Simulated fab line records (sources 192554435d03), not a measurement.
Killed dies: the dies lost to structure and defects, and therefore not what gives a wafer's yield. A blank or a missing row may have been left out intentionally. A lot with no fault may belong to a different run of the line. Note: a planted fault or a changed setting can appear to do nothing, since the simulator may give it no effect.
Chamber matching -- flow n5-finfet -- N5_DUMMY_GATE_DESCUM_20 on rie-diel-01: 4 sister chambers
The step chemistry O2, time 6.2 s. 4 wafers are shown with their chamber, then 10 later ones without.

== WAFERS PAIRED WITH THEIR CHAMBERS ==
wafer,chamber,throttle-valve-pct (%)
L086.5,1,20.81
L086.6,0,20.03
L091.2,2,19.89
L091.3,3,20.50

== WAFERS WITHOUT THEIR CHAMBER ==
wafer,throttle-valve-pct (%)
L091.6,20.82
L094.1,19.90
L094.2,20.84
L094.6,20.83
L095.2,20.84
L095.3,20.06
L095.5,20.51
L096.1,19.91
L096.2,20.50
L096.4,20.05

== EACH ONE'S CHAMBER ==
wafer,from the rows above,in truth
L091.6,1,1
L094.1,2,2
L094.2,1,1
L094.6,1,1
L095.2,1,1
L095.3,0,0
L095.5,3,3
L096.1,2,2
L096.2,3,3
L096.4,0,0
Correct placement for 10 of the 10. Not placeable from these rows: 0. Placed wrongly: 0.
How it was worked out, from the rows above alone: a wafer's distance from a chamber is the root of the sum, over the readings, of the square of ((its reading less the chamber's mean) divided by the reading's scatter). The wafer belongs to the nearest chamber; if the next one is less than 2 further off, it can't be placed. For every chamber, the mean is computed from those of its wafers that are shown. The scatter: with one shown wafer a chamber, the root of the mean of the squares of how far each hidden wafer lies from its nearest shown one.
